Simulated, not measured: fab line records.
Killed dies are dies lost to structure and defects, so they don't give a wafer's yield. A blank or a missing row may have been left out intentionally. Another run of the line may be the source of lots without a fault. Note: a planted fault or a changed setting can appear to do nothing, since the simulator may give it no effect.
Which tool was responsible? | flow nand harc | 24 lots with 72 wafers sampled at 6 steps, on a route of 1159 steps

## WHAT THE GAUGES READ, wafer by wafer
The record holds no reading of a measuring or inspecting step that can be judged against a usual standard deviation.

## WHICH TOOL RAN EACH LOT (tool, then ch and the chambers of the sampled wafers, then the start)
lot  | NHARC_A_CONTACT_ETCH_120             | NHARC_A_CONTACT_ETCH_123             | NHARC_A_CONTACT_DESCUM_74          | NHARC_A_CONTACT_ETCH_77                       | NHARC_A_CONTACT_DEP_84        | NHARC_A_CONTACT_DESCUM_13
L074 | har cap etch-01 ch 0,1, day 16 11:55 | har cap etch-01 ch 0,1, day 16 12:12 | rie diel-02 ch 1,2, day 16 16:40   | rie diel-02 ch 0,2, day 16 22:06 or earlier   | acl dep-03 ch 0, day 16 22:06 | rie diel-02 ch 0,2, day 17 00:27
L076 | har cap etch-01 ch 0,1, day 16 20:28 | har cap etch-01 ch 0,1, day 16 20:47 | rie diel-04 ch 0,1,3, day 17 01:50 | rie diel-04 ch 0,1,2, day 17 07:01 or earlier | acl dep-03 ch 0, day 17 07:01 | rie diel-02 ch 1,2,3, day 17 09:13
L075 | har cap etch-03 ch 0,1, day 16 21:28 | har cap etch-03 ch 0,1, day 16 21:44 | rie diel-08 ch 0,1,3, day 17 02:20 | rie diel-08 ch 0,2,3, day 17 07:52 or earlier | acl dep-01 ch 0, day 17 07:52 | rie diel-04 ch 1,2,3, day 17 10:04
L079 | har cap etch-02 ch 0,1, day 17 03:11 | har cap etch-02 ch 0,1, day 17 03:28 | rie diel-02 ch 2,3, day 17 07:58   | rie diel-02 ch 0,1,2, day 17 13:09 or earlier | acl dep-03 ch 0, day 17 13:09 | rie diel-02 ch 1,2,3, day 17 15:13
L077 | har cap etch-03 ch 0, day 17 03:32   | har cap etch-03 ch 0, day 17 03:48   | rie diel-08 ch 2,3, day 17 08:21   | rie diel-08 ch 0,3, day 17 15:31 or earlier   | acl dep-02 ch 0, day 17 15:31 | rie diel-04 ch 2,3, day 17 17:43
L078 | har cap etch-03 ch 0,1, day 17 21:07 | har cap etch-03 ch 0,1, day 17 21:28 | rie diel-04 ch 0,1,3, day 18 04:43 | rie diel-04 ch 0,2,3, day 18 11:47 or earlier | acl dep-01 ch 0, day 18 11:47 | rie diel-04 ch 1,2,3, day 18 13:31
L081 | har cap etch-02 ch 0,1, day 18 03:30 | har cap etch-02 ch 0,1, day 18 03:49 | rie diel-04 ch 0,2,3, day 18 12:31 | rie diel-04 ch 0,1,3, day 18 18:00 or earlier | acl dep-03 ch 0, day 18 18:00 | rie diel-02 ch 0,1,3, day 18 20:00
L082 | har cap etch-01 ch 0,1, day 18 04:33 | har cap etch-01 ch 0,1, day 18 04:49 | rie diel-08 ch 2,3, day 18 13:08   | rie diel-08 ch 0,1,3, day 18 17:40 or earlier | acl dep-01 ch 0, day 18 17:40 | rie diel-04 ch 0,1,3, day 18 19:31
L084 | har cap etch-02 ch 0,1, day 18 11:54 | har cap etch-02 ch 0,1, day 18 12:11 | rie diel-02 ch 2,3, day 18 18:29   | rie diel-02 ch 0,1, day 18 22:40 or earlier   | acl dep-02 ch 0, day 18 22:40 | rie diel-02 ch 1,3, day 19 01:00
L080 | har cap etch-01 ch 0,1, day 18 12:55 | har cap etch-01 ch 0,1, day 18 13:11 | rie diel-08 ch 0,3, day 18 18:47   | rie diel-08 ch 2,3, day 18 23:53 or earlier   | acl dep-01 ch 0, day 18 23:53 | rie diel-04 ch 0,3, day 19 02:04
L083 | har cap etch-01 ch 1, day 18 19:24   | har cap etch-01 ch 1, day 18 19:40   | rie diel-04 ch 2,3, day 19 00:07   | rie diel-04 ch 0,1,2, day 19 05:47 or earlier | acl dep-02 ch 0, day 19 05:47 | rie diel-08 ch 0,1,3, day 19 07:46
L085 | har cap etch-02 ch 0,1, day 19 09:25 | har cap etch-02 ch 0,1, day 19 09:42 | rie diel-02 ch 0,1,2, day 19 14:17 | rie diel-02 ch 0,1,3, day 19 18:42 or earlier | acl dep-03 ch 0, day 19 18:42 | rie diel-02 ch 1,3, day 19 20:40
L088 | har cap etch-01 ch 0,1, day 19 09:57 | har cap etch-01 ch 0,1, day 19 10:28 | rie diel-08 ch 2,3, day 19 15:10   | rie diel-08 ch 2,3, day 19 22:53 or earlier   | acl dep-02 ch 0, day 19 22:53 | rie diel-02 ch 0,1, day 20 00:41
L087 | har cap etch-03 ch 0,1, day 19 14:01 | har cap etch-03 ch 0,1, day 19 14:26 | rie diel-08 ch 0,1,3, day 19 18:53 | rie diel-08 ch 1,3, day 20 00:25 or earlier   | acl dep-01 ch 0, day 20 00:25 | rie diel-02 ch 1,2,3, day 20 02:29
L086 | har cap etch-01 ch 0,1, day 19 23:44 | har cap etch-01 ch 0,1, day 20 00:03 | rie diel-04 ch 0,1,3, day 20 07:56 | rie diel-04 ch 2,3, day 20 16:16 or earlier   | acl dep-01 ch 0, day 20 16:16 | rie diel-02 ch 2,3, day 20 18:18
L089 | har cap etch-03 ch 0,1, day 19 23:53 | har cap etch-03 ch 0,1, day 20 00:09 | rie diel-04 ch 0,2, day 20 09:40   | rie diel-02 ch 0,2,3, day 20 10:13            | acl dep-02 ch 0, day 20 17:02 | rie diel-04 ch 2,3, day 20 19:13
L091 | har cap etch-01 ch 0,1, day 20 13:22 | har cap etch-01 ch 0,1, day 20 13:38 | rie diel-02 ch 0,1,3, day 20 19:57 | rie diel-02 ch 0,3, day 21 00:58 or earlier   | acl dep-02 ch 0, day 21 00:58 | rie diel-04 ch 0,1,2, day 21 03:01
L090 | har cap etch-03 ch 0,1, day 20 14:11 | har cap etch-03 ch 0,1, day 20 14:28 | rie diel-04 ch 0,1,2, day 20 22:00 | rie diel-04 ch 0,1, day 21 04:36 or earlier   | acl dep-03 ch 0, day 21 04:36 | rie diel-08 ch 0,1, day 21 08:28
L092 | har cap etch-02 ch 0, day 20 17:23   | har cap etch-02 ch 0, day 20 17:41   | rie diel-02 ch 1,3, day 21 00:16   | rie diel-02 ch 1,3, day 21 07:23 or earlier   | acl dep-02 ch 0, day 21 07:23 | rie diel-04 ch 0,2, day 21 09:14
L093 | har cap etch-01 ch 0,1, day 20 18:30 | har cap etch-01 ch 0,1, day 20 18:53 | rie diel-02 ch 0,1,3, day 20 23:47 | rie diel-02 ch 0,1,3, day 21 06:34 or earlier | acl dep-02 ch 0, day 21 06:34 | rie diel-02 ch 0,1,2, day 21 08:34
L094 | har cap etch-02 ch 0,1, day 22 01:01 | har cap etch-02 ch 0,1, day 22 01:22 | rie diel-08 ch 0,1,2, day 22 05:46 | rie diel-08 ch 0,3, day 22 12:18 or earlier   | acl dep-03 ch 0, day 22 12:18 | rie diel-04 ch 0,1, day 22 13:58
L095 | har cap etch-01 ch 0,1, day 22 05:10 | har cap etch-01 ch 0,1, day 22 05:26 | rie diel-08 ch 1,2,3, day 22 10:09 | rie diel-08 ch 0,1,2, day 22 15:22 or earlier | acl dep-03 ch 0, day 22 15:22 | rie diel-02 ch 0,1,3, day 22 17:37
L096 | har cap etch-03 ch 0,1, day 22 07:31 | har cap etch-03 ch 0,1, day 22 07:52 | rie diel-08 ch 0,3, day 22 14:04   | rie diel-08 ch 0,2,3, day 22 19:48 or earlier | acl dep-02 ch 0, day 22 19:48 | rie diel-02 ch 1,2, day 22 21:43
L097 | har cap etch-01 ch 0,1, day 22 10:29 | har cap etch-01 ch 0,1, day 22 10:49 | rie diel-08 ch 1,2,3, day 22 17:50 | rie diel-08 ch 0,2,3, day 23 00:31 or earlier | acl dep-03 ch 0, day 23 00:31 | rie diel-02 ch 0,1,3, day 23 02:35
- NHARC_A_CONTACT_ETCH_120: etches the open film in C4F8/O2/Ar, time 94 s, target depth 922 nm.
- NHARC_A_CONTACT_ETCH_123: etches the open film in C4F8/O2/Ar, time 253 s, target depth 1090 nm.
- NHARC_A_CONTACT_DESCUM_74: chemistry O2, time 3 s.
- NHARC_A_CONTACT_ETCH_77: etches the open film in CF4/CHF3, target depth 72.6 nm, time 36.3 s.
- NHARC_A_CONTACT_DEP_84: deposits aC, target thk 2000 nm.
- NHARC_A_CONTACT_DESCUM_13: chemistry O2, time 3 s.

## AS READ BY THE TOOLS THEMSELVES (means over the sampled wafers that have a number; for cases with no such wafer, the mark the record gives instead)
NHARC_A_CONTACT_DESCUM_74.
lot  | tool        | drypump motor current A (A) | oes product au (a.u.) | rf vpp V (V) | showerhead plenum p Torr (Torr) | throttle valve pct (%)
L074 | rie diel-02 | 6.0                         | 0.983                 | 57.7         | 1.91                            | 11.309
L076 | rie diel-04 | 5.6                         | 1.000                 | 58.2         | 1.93                            | 11.308
L075 | rie diel-08 | 5.7                         | 1.002                 | 57.8         | 1.96                            | 11.310
L079 | rie diel-02 | 5.5                         | 1.000                 | 57.5         | 1.93                            | 11.315
L077 | rie diel-08 | 5.7                         | 0.996                 | 58.2         | 1.99                            | 11.313
L078 | rie diel-04 | 5.6                         | 1.008                 | 57.5         | 1.92                            | 11.322
L081 | rie diel-04 | 5.8                         | 1.001                 | 57.7         | 1.90                            | 11.314
L082 | rie diel-08 | 5.7                         | 1.009                 | 57.9         | 1.99                            | 11.321
L084 | rie diel-02 | 5.8                         | 1.002                 | 58.2         | 1.90                            | 11.311
L080 | rie diel-08 | 5.9                         | 1.012                 | 58.0         | 1.93                            | 11.311
L083 | rie diel-04 | 6.0                         | 1.016                 | 57.0         | 1.90                            | 11.307
L085 | rie diel-02 | 5.7                         | 0.997                 | 57.2         | 1.92                            | 11.312
L088 | rie diel-08 | 6.0                         | 1.013                 | 57.8         | 1.98                            | 11.316
L087 | rie diel-08 | 5.7                         | 1.007                 | 57.3         | 1.95                            | 11.313
L086 | rie diel-04 | 5.6                         | 1.003                 | 57.3         | 1.92                            | 11.313
L089 | rie diel-04 | 6.0                         | 0.999                 | 57.9         | 1.91                            | 11.306
L091 | rie diel-02 | 5.4                         | 0.994                 | 58.1         | 1.95                            | 11.312
L090 | rie diel-04 | 5.8                         | 0.989                 | 57.8         | 1.93                            | 11.314
L092 | rie diel-02 | 5.2                         | 1.001                 | 57.6         | 1.96                            | 11.319
L093 | rie diel-02 | 5.4                         | 0.998                 | 57.2         | 1.95                            | 11.308
L094 | rie diel-08 | 5.5                         | 1.003                 | 57.2         | 1.95                            | 11.316
L095 | rie diel-08 | 5.8                         | 0.994                 | 58.5         | 1.98                            | 11.311
L096 | rie diel-08 | 5.9                         | 1.000                 | 57.4         | 1.92                            | 11.317
L097 | rie diel-08 | 5.8                         | 0.992                 | 57.7         | 1.98                            | 11.313

NHARC_A_CONTACT_ETCH_77.
lot  | tool        | drypump motor current A (A) | oes product au (a.u.) | rf vpp V (V) | showerhead plenum p Torr (Torr) | throttle valve pct (%)
L074 | rie diel-02 | 5.9                         | 0.945                 | 370.3        | 1.55                            | 16.805
L076 | rie diel-04 | 5.8                         | 0.915                 | 371.4        | 1.59                            | 16.803
L075 | rie diel-08 | 5.6                         | 0.935                 | 371.7        | 1.60                            | 16.807
L079 | rie diel-02 | 5.7                         | 0.925                 | 371.7        | 1.58                            | 16.804
L077 | rie diel-08 | 5.5                         | 0.931                 | 370.5        | 1.57                            | 16.811
L078 | rie diel-04 | 5.8                         | 0.963                 | 371.4        | 1.57                            | 16.800
L081 | rie diel-04 | 5.6                         | 0.928                 | 371.0        | 1.58                            | 16.800
L082 | rie diel-08 | 5.7                         | 0.928                 | 371.8        | 1.60                            | 16.800
L084 | rie diel-02 | 5.5                         | 0.928                 | 371.9        | 1.61                            | 16.803
L080 | rie diel-08 | 5.7                         | 0.932                 | 371.9        | 1.63                            | 16.808
L083 | rie diel-04 | 5.8                         | 0.925                 | 371.1        | 1.59                            | 16.808
L085 | rie diel-02 | 5.4                         | 0.924                 | 371.8        | 1.60                            | 16.808
L088 | rie diel-08 | 6.0                         | 0.932                 | 372.4        | 1.63                            | 16.803
L087 | rie diel-08 | 6.0                         | 0.967                 | 371.2        | 1.63                            | 16.804
L086 | rie diel-04 | 6.0                         | 0.929                 | 369.6        | 1.56                            | 16.808
L089 | rie diel-02 | 5.6                         | 0.926                 | 370.9        | 1.57                            | 16.804
L091 | rie diel-02 | 5.4                         | 0.928                 | 370.1        | 1.58                            | 16.800
L090 | rie diel-04 | 5.6                         | 0.953                 | 371.6        | 1.59                            | 16.800
L092 | rie diel-02 | 5.3                         | 0.921                 | 371.3        | 1.61                            | 16.795
L093 | rie diel-02 | 5.4                         | 0.945                 | 371.0        | 1.60                            | 16.813
L094 | rie diel-08 | 5.5                         | 0.923                 | 369.4        | 1.56                            | 16.805
L095 | rie diel-08 | 5.5                         | 0.966                 | 371.3        | 1.60                            | 16.809
L096 | rie diel-08 | 5.6                         | 0.919                 | 370.8        | 1.59                            | 16.814
L097 | rie diel-08 | 5.6                         | 0.923                 | 371.5        | 1.59                            | 16.795

NHARC_A_CONTACT_DEP_84.
lot  | tool       | throttle valve pct (%)
L074 | acl dep-03 | 35.003
L076 | acl dep-03 | 34.994
L075 | acl dep-01 | 35.013
L079 | acl dep-03 | 35.002
L077 | acl dep-02 | 35.001
L078 | acl dep-01 | 35.004
L081 | acl dep-03 | 34.997
L082 | acl dep-01 | 34.991
L084 | acl dep-02 | 35.002
L080 | acl dep-01 | 35.001
L083 | acl dep-02 | 34.996
L085 | acl dep-03 | 34.995
L088 | acl dep-02 | 35.001
L087 | acl dep-01 | 35.003
L086 | acl dep-01 | 35.003
L089 | acl dep-02 | 34.994
L091 | acl dep-02 | 34.993
L090 | acl dep-03 | 35.006
L092 | acl dep-02 | 34.999
L093 | acl dep-02 | 34.992
L094 | acl dep-03 | 34.995
L095 | acl dep-03 | 35.002
L096 | acl dep-02 | 34.999
L097 | acl dep-03 | 34.997

NHARC_A_CONTACT_DESCUM_13.
lot  | tool        | drypump motor current A (A) | oes product au (a.u.) | rf vpp V (V) | showerhead plenum p Torr (Torr) | throttle valve pct (%)
L074 | rie diel-02 | 5.7                         | 0.996                 | 57.8         | 1.90                            | 11.308
L076 | rie diel-02 | 5.6                         | 0.989                 | 57.3         | 1.94                            | 11.313
L075 | rie diel-04 | 5.8                         | 1.000                 | 57.5         | 1.92                            | 11.298
L079 | rie diel-02 | 5.6                         | 1.000                 | 57.7         | 1.94                            | 11.309
L077 | rie diel-04 | 6.1                         | 0.999                 | 57.6         | 1.90                            | 11.304
L078 | rie diel-04 | 5.8                         | 1.012                 | 58.2         | 1.92                            | 11.315
L081 | rie diel-02 | 5.4                         | 0.999                 | 57.6         | 1.95                            | 11.312
L082 | rie diel-04 | 5.7                         | 1.002                 | 57.3         | 1.92                            | 11.314
L084 | rie diel-02 | 5.2                         | 1.000                 | 58.8         | 1.96                            | 11.308
L080 | rie diel-04 | 5.7                         | 1.002                 | 58.3         | 1.91                            | 11.313
L083 | rie diel-08 | 5.7                         | 1.011                 | 57.7         | 1.95                            | 11.316
L085 | rie diel-02 | 5.2                         | 1.004                 | 58.5         | 1.96                            | 11.311
L088 | rie diel-02 | 5.5                         | 0.997                 | 58.3         | 1.96                            | 11.305
L087 | rie diel-02 | 5.6                         | 1.003                 | 57.9         | 1.93                            | 11.326
L086 | rie diel-02 | 5.4                         | 0.999                 | 57.9         | 1.92                            | 11.311
L089 | rie diel-04 | 5.9                         | 1.006                 | 56.6         | 1.89                            | 11.309
L091 | rie diel-04 | 5.8                         | 0.991                 | 58.1         | 1.92                            | 11.310
L090 | rie diel-08 | 5.4                         | 1.015                 | 58.8         | 1.91                            | 11.309
L092 | rie diel-04 | 5.7                         | 1.001                 | 58.5         | 1.91                            | 11.322
L093 | rie diel-02 | 5.7                         | 1.005                 | 58.8         | 1.92                            | 11.309
L094 | rie diel-04 | 5.6                         | 0.984                 | 58.3         | 1.92                            | 11.311
L095 | rie diel-02 | 5.3                         | 1.003                 | 57.2         | 1.95                            | 11.308
L096 | rie diel-02 | 5.7                         | 1.005                 | 57.8         | 1.95                            | 11.311
L097 | rie diel-02 | 5.4                         | 1.007                 | 58.7         | 1.95                            | 11.309

## THE ANSWER, worked out from the rows above alone
Rule: usual is defined by the lots themselves. Put in order of their means at a reading, lots are off if they are a third of the lots or fewer, leave a main group of 4 or more, and stand apart from it by a gap of 3 or more times the standard deviation of the main group's means; of several such gaps the widest counts. A main group whose means are all the same, to the digits that the tables above print for the reading, isn't used. Also off: a lot with no number at a reading for which 4 or more lots have one. The other lots that the step has rows for count as sound. First the gauges in route order, then the tools' own readings, where a lot's mean is used as printed above. At the first step where some lot is off, the reading lying furthest off is the one used; lots without a number count as furthest.
No lot is off on any of the readings shown, so nothing can be concluded from this.

## WHAT THE SIMULATOR PUT IN
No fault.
